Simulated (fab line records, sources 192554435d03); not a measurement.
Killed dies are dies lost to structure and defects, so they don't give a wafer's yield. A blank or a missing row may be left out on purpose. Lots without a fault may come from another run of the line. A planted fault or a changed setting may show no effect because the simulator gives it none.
Tool commonality check | flow n5_finfet | 10 lots, 30 wafers sampled

WHY IT WAS OPENED
At N5_BEOL_M4_RC_MEAS_101 the reading RC_N is flagged on 1 of 10 lots. Wafers without a fault read 15.53 ohm.um, standard deviation 0.29.
Rule: a lot is flagged when every wafer of it that has a number lies more than 4 standard deviations from that mean, or none has a number. The other lots count as sound.

lot  | measured     | on        | RC_N (ohm.um), wafer by wafer | flag
L587 | day 8 01:47  | prober-02 | 15.75 15.49 16.01             |
L586 | day 8 02:04  | prober-01 | 15.54 15.69 15.21             |
L588 | day 8 07:58  | prober-01 | 15.39 15.34 15.51             |
L589 | day 8 11:07  | prober-01 | 15.14 15.50 15.38             |
L593 | day 9 22:04  | prober-02 | 15.90 15.72 15.69             |
L594 | day 10 03:40 | prober-02 | 15.59 15.68 15.45             |
L592 | day 10 05:20 | prober-01 | 15.08 15.73 15.29             |
L597 | day 10 20:20 | prober-02 | 15.05 15.74 15.12             |
L601 | day 12 04:41 | prober-02 | 21.26 21.11 20.66             | FLAGGED
L609 | day 13 14:23 | prober-01 | 15.40 15.48 15.23             |
The numbers of the flagged lots are 21.01 ohm.um on average: +5.48 ohm.um against the usual, or +19 standard deviations.

WHICH TOOL RAN EACH LOT
The record holds 3 process steps before the reading, out of a route of 1938 steps. In each cell: the tool, then ch and the chambers that the sampled wafers went through, then the start.
lot  | flag    | N5_MOL_CONTACT_COAG_IMPLANT_129 | N5_MOL_CONTACT_COAG_TI_SIL_19 | N5_MOL_CONTACT_COAG_PRE_CLEAN_141
L587 |         | implanter-02 ch 0, day 5 00:09  | pvd_sputter-01, day 5 01:08   | pvd_sputter-01, day 5 02:06
L586 |         | implanter-02 ch 0, day 4 19:14  | pvd_sputter-02, day 4 19:50   | pvd_sputter-02, day 4 22:06
L588 |         | implanter-01 ch 0, day 5 04:26  | pvd_sputter-03, day 5 04:55   | pvd_sputter-01, day 5 06:59
L589 |         | implanter-01 ch 0, day 5 15:07  | pvd_sputter-01, day 5 15:33   | pvd_sputter-03, day 5 16:26
L593 |         | implanter-02 ch 0, day 6 16:09  | pvd_sputter-01, day 6 16:30   | pvd_sputter-03, day 6 17:13
L594 |         | implanter-02 ch 0, day 6 21:08  | pvd_sputter-01, day 6 21:34   | pvd_sputter-02, day 7 00:02
L592 |         | implanter-01 ch 0, day 6 05:36  | pvd_sputter-01, day 6 07:32   | pvd_sputter-01, day 6 08:59
L597 |         | implanter-01 ch 0, day 7 14:47  | pvd_sputter-02, day 7 16:46   | pvd_sputter-02, day 7 18:49
L601 | FLAGGED | implanter-01 ch 0, day 8 12:44  | pvd_sputter-02, day 8 13:18   | pvd_sputter-03, day 8 15:43
L609 |         | implanter-02 ch 0, day 10 17:52 | pvd_sputter-03, day 10 18:19  | pvd_sputter-02, day 10 19:52
What these steps do:
- N5_MOL_CONTACT_COAG_IMPLANT_129
- N5_MOL_CONTACT_COAG_TI_SIL_19: material Ti, target thk 4.2 nm, time 15 s.
- N5_MOL_CONTACT_COAG_PRE_CLEAN_141: time 60 s.
- N5_BEOL_M4_RC_MEAS_101

FLAGGED OVER TOTAL, TOOL BY TOOL (the gauges that took the reading come last)
step                              | tool           | lots run | flagged | share of the flagged lots | sound lots run after its first flagged lot
N5_MOL_CONTACT_COAG_IMPLANT_129   | implanter-01   | 5        | 1       | all                       | 0
N5_MOL_CONTACT_COAG_IMPLANT_129   | implanter-02   | 5        | 0       | none                      | -
N5_MOL_CONTACT_COAG_TI_SIL_19     | pvd_sputter-01 | 5        | 0       | none                      | -
N5_MOL_CONTACT_COAG_TI_SIL_19     | pvd_sputter-02 | 3        | 1       | all                       | 0
N5_MOL_CONTACT_COAG_TI_SIL_19     | pvd_sputter-03 | 2        | 0       | none                      | -
N5_MOL_CONTACT_COAG_PRE_CLEAN_141 | pvd_sputter-01 | 3        | 0       | none                      | -
N5_MOL_CONTACT_COAG_PRE_CLEAN_141 | pvd_sputter-02 | 4        | 0       | none                      | -
N5_MOL_CONTACT_COAG_PRE_CLEAN_141 | pvd_sputter-03 | 3        | 1       | all                       | 0
N5_BEOL_M4_RC_MEAS_101            | prober-01      | 5        | 0       | none                      | -
N5_BEOL_M4_RC_MEAS_101            | prober-02      | 5        | 1       | all                       | 0

WHAT THE TABLE ALLOWS
4 rows of the table ran every flagged lot: implanter-01 at N5_MOL_CONTACT_COAG_IMPLANT_129, pvd_sputter-02 at N5_MOL_CONTACT_COAG_TI_SIL_19, pvd_sputter-03 at N5_MOL_CONTACT_COAG_PRE_CLEAN_141, prober-02 at N5_BEOL_M4_RC_MEAS_101.
- implanter-01 at N5_MOL_CONTACT_COAG_IMPLANT_129: 1 of its 5 lots flagged. Its last sound lot is L597 (day 7 14:47), its first flagged lot L601 (day 8 12:44): a fault that began between those two fits. Its own readings lie more than 4 standard deviations out on every wafer of the flagged lots: beam_energy_keV, end_station_pressure_torr.
- pvd_sputter-02 at N5_MOL_CONTACT_COAG_TI_SIL_19: 1 of its 3 lots flagged. Its last sound lot is L597 (day 7 16:46), its first flagged lot L601 (day 8 13:18): a fault that began between those two fits.
- pvd_sputter-03 at N5_MOL_CONTACT_COAG_PRE_CLEAN_141: 1 of its 3 lots flagged. Its last sound lot is L593 (day 6 17:13), its first flagged lot L601 (day 8 15:43): a fault that began between those two fits.
- prober-02 at N5_BEOL_M4_RC_MEAS_101: 1 of its 5 lots flagged. Its last sound lot is L597 (day 10 20:20), its first flagged lot L601 (day 12 04:41): a fault that began between those two fits.
Counting lots can't tell these 4 tools apart, because each fits a fault that began at some hour. More lots, or a look at what each step does to the wafer, might.

WHAT THE SIMULATOR HAD PUT IN
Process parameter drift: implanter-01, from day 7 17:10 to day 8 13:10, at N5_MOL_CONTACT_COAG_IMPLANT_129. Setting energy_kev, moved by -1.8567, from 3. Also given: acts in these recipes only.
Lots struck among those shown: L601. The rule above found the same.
